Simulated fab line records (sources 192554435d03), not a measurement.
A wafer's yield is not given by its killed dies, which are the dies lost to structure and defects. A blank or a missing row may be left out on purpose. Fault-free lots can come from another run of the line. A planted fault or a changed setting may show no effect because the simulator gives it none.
Split-lot trial || flow n5-finfet || 21 wafers read from 7 lots, route of 1938 steps

== ABOUT THE SPLIT ==
At N5_SD_EPI_P_EPI_21 (deposits SiGe:B, time 355 s), the setting epi-growth-time-s was moved away from the recipe's 355 s on 8 of the 21 wafers read, by -3.0% to +9.1%. The other wafers ran this setting at the recipe's value.

== FROM THE SPLIT TO THE READING: what the file shows between them, 4 steps ==
- N5_SD_EPI_P_HM_STRIP_48: strips SiNx in H3PO4, material SiNx, target depth 3 nm
- N5_SD_EPI_P_SRD_49: time 30 s
- N5_SD_EPI_P_PRECLEAN_24: cleans in O3/DIW, time 45 s
- N5_SD_ACTIVATION_LSA_01: time 0.0008 s (also split here: temp-c)

== THE READING ==
At N5_SD_ACTIVATION_RS_MEAS_03, a four-point-probe measurement gives RS_SD_P in ohm/sq. Fault-free wafers of this fab line usually give 56.3 ohm/sq, standard deviation 0.88 ohm/sq.

{"wafer": "L078.1", "tool, chamber at the split": "epi-rpcvd-04, 0", "epi-growth-time-s as run, s": 378.5, "against the recipe": "+6.6%", "RS_SD_P, ohm/sq": 52.3, "against lot-mates on the recipe": -2.1}
{"wafer": "L078.3", "tool, chamber at the split": "epi-rpcvd-04, 0", "epi-growth-time-s as run, s": 378.5, "against the recipe": "+6.6%", "RS_SD_P, ohm/sq": 52.4, "against lot-mates on the recipe": -2.0}
{"wafer": "L078.5", "tool, chamber at the split": "epi-rpcvd-04, 0", "epi-growth-time-s as run, s": 355, "against the recipe": "recipe", "RS_SD_P, ohm/sq": 54.4, "against lot-mates on the recipe": "-"}
{"wafer": "L081.1", "tool, chamber at the split": "epi-rpcvd-03, 0", "epi-growth-time-s as run, s": 377.9, "against the recipe": "+6.5%", "RS_SD_P, ohm/sq": 55.5, "against lot-mates on the recipe": -2.3}
{"wafer": "L081.2", "tool, chamber at the split": "epi-rpcvd-03, 0", "epi-growth-time-s as run, s": 355, "against the recipe": "recipe", "RS_SD_P, ohm/sq": 57.8, "against lot-mates on the recipe": "-"}
{"wafer": "L081.5", "tool, chamber at the split": "epi-rpcvd-03, 0", "epi-growth-time-s as run, s": 377.9, "against the recipe": "+6.5%", "RS_SD_P, ohm/sq": 54.3, "against lot-mates on the recipe": -3.5}
{"wafer": "L088.3", "tool, chamber at the split": "epi-rpcvd-01, 0", "epi-growth-time-s as run, s": 355, "against the recipe": "recipe", "RS_SD_P, ohm/sq": 55.1, "against lot-mates on the recipe": "-"}
{"wafer": "L088.5", "tool, chamber at the split": "epi-rpcvd-01, 0", "epi-growth-time-s as run, s": 355, "against the recipe": "recipe", "RS_SD_P, ohm/sq": 55.0, "against lot-mates on the recipe": "-"}
{"wafer": "L088.6", "tool, chamber at the split": "epi-rpcvd-01, 0", "epi-growth-time-s as run, s": 355, "against the recipe": "recipe", "RS_SD_P, ohm/sq": 55.1, "against lot-mates on the recipe": "-"}
{"wafer": "L093.3", "tool, chamber at the split": "epi-rpcvd-03, 0", "epi-growth-time-s as run, s": 355, "against the recipe": "recipe", "RS_SD_P, ohm/sq": 56.8, "against lot-mates on the recipe": "-"}
{"wafer": "L093.5", "tool, chamber at the split": "epi-rpcvd-03, 0", "epi-growth-time-s as run, s": 355, "against the recipe": "recipe", "RS_SD_P, ohm/sq": 57.1, "against lot-mates on the recipe": "-"}
{"wafer": "L093.6", "tool, chamber at the split": "epi-rpcvd-03, 0", "epi-growth-time-s as run, s": 355, "against the recipe": "recipe", "RS_SD_P, ohm/sq": 55.6, "against lot-mates on the recipe": "-"}
{"wafer": "L094.1", "tool, chamber at the split": "epi-rpcvd-04, 0", "epi-growth-time-s as run, s": 387.2, "against the recipe": "+9.1%", "RS_SD_P, ohm/sq": 53.3, "against lot-mates on the recipe": -4.6}
{"wafer": "L094.2", "tool, chamber at the split": "epi-rpcvd-04, 0", "epi-growth-time-s as run, s": 355, "against the recipe": "recipe", "RS_SD_P, ohm/sq": 57.9, "against lot-mates on the recipe": "-"}
{"wafer": "L094.6", "tool, chamber at the split": "epi-rpcvd-04, 0", "epi-growth-time-s as run, s": 387.2, "against the recipe": "+9.1%", "RS_SD_P, ohm/sq": 54.7, "against lot-mates on the recipe": -3.2}
{"wafer": "L096.1", "tool, chamber at the split": "epi-rpcvd-03, 0", "epi-growth-time-s as run, s": 344.4, "against the recipe": "-3.0%", "RS_SD_P, ohm/sq": 57.9, "against lot-mates on the recipe": "+1.6"}
{"wafer": "L096.2", "tool, chamber at the split": "epi-rpcvd-03, 0", "epi-growth-time-s as run, s": 355, "against the recipe": "recipe", "RS_SD_P, ohm/sq": 56.3, "against lot-mates on the recipe": "-"}
{"wafer": "L096.6", "tool, chamber at the split": "epi-rpcvd-03, 0", "epi-growth-time-s as run, s": 344.4, "against the recipe": "-3.0%", "RS_SD_P, ohm/sq": 57.2, "against lot-mates on the recipe": "+0.9"}
{"wafer": "L097.1", "tool, chamber at the split": "epi-rpcvd-01, 0", "epi-growth-time-s as run, s": 355, "against the recipe": "recipe", "RS_SD_P, ohm/sq": 56.2, "against lot-mates on the recipe": "-"}
{"wafer": "L097.2", "tool, chamber at the split": "epi-rpcvd-01, 0", "epi-growth-time-s as run, s": 355, "against the recipe": "recipe", "RS_SD_P, ohm/sq": 56.9, "against lot-mates on the recipe": "-"}
{"wafer": "L097.5", "tool, chamber at the split": "epi-rpcvd-01, 0", "epi-growth-time-s as run, s": 355, "against the recipe": "recipe", "RS_SD_P, ohm/sq": 56.0, "against lot-mates on the recipe": "-"}

FIT RESULTS
A straight line over all 21 wafers: RS_SD_P changes by -0.329 ohm/sq for each +1% of epi-growth-time-s; r = -0.74; the points scatter about the line by 1.1 ohm/sq.
The same after taking each lot's own level away (the mean of its wafers on the recipe; 21 wafers): -0.406 ohm/sq for each +1%; r = -0.95; scatter 0.5 ohm/sq.
On that fit, the largest move of epi-growth-time-s shifts the reading by 3.7 ohm/sq.
Across the lots, their own levels run from 54.40 to 57.90 ohm/sq, a range of 4.0 times the standard deviation given above.
So the lot-to-lot level blurs the effect unless lot-mates are compared.
Check: for one of the wafers moved furthest among these (+9.1%), held out of the fit, the line's prediction against its lot-mates is -3.38 ohm/sq. Against them it came out at -4.6 ohm/sq.

== FURTHER SPLITS ON THESE WAFERS ==
Note: prior to the reading, these wafers also went through further splits. Each is held against what the fit with the lots' levels taken away leaves over:
{"other split on the same wafers": "N5_SD_EPI_N_DEVELOP_08 develop-time-s", "wafers away from the commonest value": 8, "r with RS_SD_P (lot level and that fit taken away)": "+0.38"}
{"other split on the same wafers": "N5_SD_ACTIVATION_LSA_01 temp-c", "wafers away from the commonest value": 7, "r with RS_SD_P (lot level and that fit taken away)": -0.14}

== THE WHOLE CHAIN: every reading that the file lists as answering this split, in the file's order ==
{"step": "N5_SD_EPI_P_EPI_21", "what it does": "deposits SiGe:B, time 355 s", "reading": "SiGe-B_of_SD_EPI_P_EPI_21.thk-nm (the simulator's own value, which no gauge read)", "change (the file's fit)": "+0.413 nm for each +1% of the setting", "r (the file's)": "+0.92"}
{"step": "N5_SD_EPI_P_HM_STRIP_48", "what it does": "strips SiNx in H3PO4, material SiNx, target depth 3 nm", "reading": "SiGe-B_of_SD_EPI_P_EPI_21.thk-nm (the simulator's own value, which no gauge read)", "change (the file's fit)": "+0.425 nm for each +1% of the setting", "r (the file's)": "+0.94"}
{"step": "N5_SD_EPI_P_PRECLEAN_24", "what it does": "cleans in O3/DIW, time 45 s", "reading": "SiGe-B_of_SD_EPI_P_EPI_21.thk-nm (the simulator's own value, which no gauge read)", "change (the file's fit)": "+0.399 nm for each +1% of the setting", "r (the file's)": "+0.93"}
{"step": "N5_SD_ACTIVATION_RS_MEAS_03", "what it does": "measures by four-point-probe", "reading": "RS_SD_P", "change (the file's fit)": "-0.404 for each +1% of the setting", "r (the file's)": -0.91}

== FILE'S OWN FIT ==
RS_SD_P changes by -0.404 ohm/sq for each +1% of epi-growth-time-s, r = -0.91.
